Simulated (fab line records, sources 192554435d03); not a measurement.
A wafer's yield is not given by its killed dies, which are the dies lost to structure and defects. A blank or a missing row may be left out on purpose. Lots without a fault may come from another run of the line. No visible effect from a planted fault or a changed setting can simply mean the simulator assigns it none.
Which tool was responsible? :: flow n5Finfet :: Sampling: 11 lots, 33 wafers, 3 of 1938 route steps

WHAT THE GAUGES READ, wafer by wafer
N5_MIM_BOT_LITHO_OVL_MEAS_11.
lot: L666
measured: day 12 11:26
on: overlay-01
MIM_BOT_OVL (nm): 10 10 7

lot: L668
measured: day 12 12:41
on: overlay-01
MIM_BOT_OVL (nm): 9 5 3

lot: L670
measured: day 13 01:12
on: overlay-01
MIM_BOT_OVL (nm): 15 7 6

lot: L673
measured: day 14 12:16
on: overlay-02
MIM_BOT_OVL (nm): 0 -6 4

lot: L675
measured: day 14 13:01
on: overlay-01
MIM_BOT_OVL (nm): 2 3 3

lot: L680
measured: day 15 14:22
on: overlay-02
MIM_BOT_OVL (nm): 8 8 3

lot: L685
measured: day 17 04:14
on: overlay-01
MIM_BOT_OVL (nm): 0 2 2

lot: L686
measured: day 17 08:00
on: overlay-02
MIM_BOT_OVL (nm): -10 5 0

lot: L687
measured: day 17 15:36
on: overlay-02
MIM_BOT_OVL (nm): -3 -3 -1

lot: L688
measured: day 17 13:01
on: overlay-02
MIM_BOT_OVL (nm): -4 -5 0

lot: L682
measured: day 18 08:08
on: overlay-01
MIM_BOT_OVL (nm): 7 -1 4

EACH LOT AND THE TOOL THAT RAN IT (in order: tool; ch and the chambers of the sampled wafers; start)
lot: L666
N5_BEOL_M5_SPUTTER_83: pvdSputter-02, day 8 19:33
N5_MIM_TOP_ETCH_STRIP_01: rieDiel-06 ch 1,2, day 12 10:52

lot: L668
N5_BEOL_M5_SPUTTER_83: pvdSputter-02, day 9 00:22
N5_MIM_TOP_ETCH_STRIP_01: rieDiel-05 ch 0,1,3, day 12 12:06

lot: L670
N5_BEOL_M5_SPUTTER_83: pvdSputter-02, day 9 19:39
N5_MIM_TOP_ETCH_STRIP_01: rieDiel-06 ch 1,2,3, day 13 00:45

lot: L673
N5_BEOL_M5_SPUTTER_83: pvdSputter-02, day 10 20:28
N5_MIM_TOP_ETCH_STRIP_01: rieDiel-06 ch 0,1,3, day 14 11:49

lot: L675
N5_BEOL_M5_SPUTTER_83: pvdSputter-02, day 11 05:03
N5_MIM_TOP_ETCH_STRIP_01: rieDiel-03 ch 0,2,3, day 14 12:33

lot: L680
N5_BEOL_M5_SPUTTER_83: pvdSputter-03, day 12 05:32
N5_MIM_TOP_ETCH_STRIP_01: rieDiel-03 ch 0,1,3, day 15 13:53

lot: L685
N5_BEOL_M5_SPUTTER_83: pvdSputter-01, day 13 16:00
N5_MIM_TOP_ETCH_STRIP_01: rieDiel-05 ch 2,3, day 17 03:38

lot: L686
N5_BEOL_M5_SPUTTER_83: pvdSputter-03, day 14 00:05
N5_MIM_TOP_ETCH_STRIP_01: rieDiel-03 ch 0,1,2, day 17 07:32

lot: L687
N5_BEOL_M5_SPUTTER_83: pvdSputter-02, day 14 01:50
N5_MIM_TOP_ETCH_STRIP_01: rieDiel-05 ch 0,3, day 17 15:02

lot: L688
N5_BEOL_M5_SPUTTER_83: pvdSputter-02, day 14 08:55
N5_MIM_TOP_ETCH_STRIP_01: rieDiel-06 ch 0,3, day 17 12:26

lot: L682
N5_BEOL_M5_SPUTTER_83: pvdSputter-02, day 14 18:49
N5_MIM_TOP_ETCH_STRIP_01: rieDiel-03 ch 1,2,3, day 18 07:33
- N5_BEOL_M5_SPUTTER_83: material Cu, target thk 15 nm, time 27.62 s.
- N5_MIM_TOP_ETCH_STRIP_01: strips in O2.

THE ANSWER, worked out from the rows above alone
Rule: what is usual is taken from the lots themselves. Put in order of their means at a reading, lots are off if they are a third of the lots or fewer, leave a main group of 4 or more, and stand apart from it by a gap of 3 or more times the standard deviation of the main group's means; of several such gaps the widest counts. A main group is skipped when, at the precision printed for the reading in the tables above, its means are all equal. A lot without any number at a reading at which 4 lots or more have one is off too. All remaining lots with rows at the step are treated as sound.
None of the lots is off at any reading shown; this tells nothing.

WHAT THE SIMULATOR HAD PUT IN
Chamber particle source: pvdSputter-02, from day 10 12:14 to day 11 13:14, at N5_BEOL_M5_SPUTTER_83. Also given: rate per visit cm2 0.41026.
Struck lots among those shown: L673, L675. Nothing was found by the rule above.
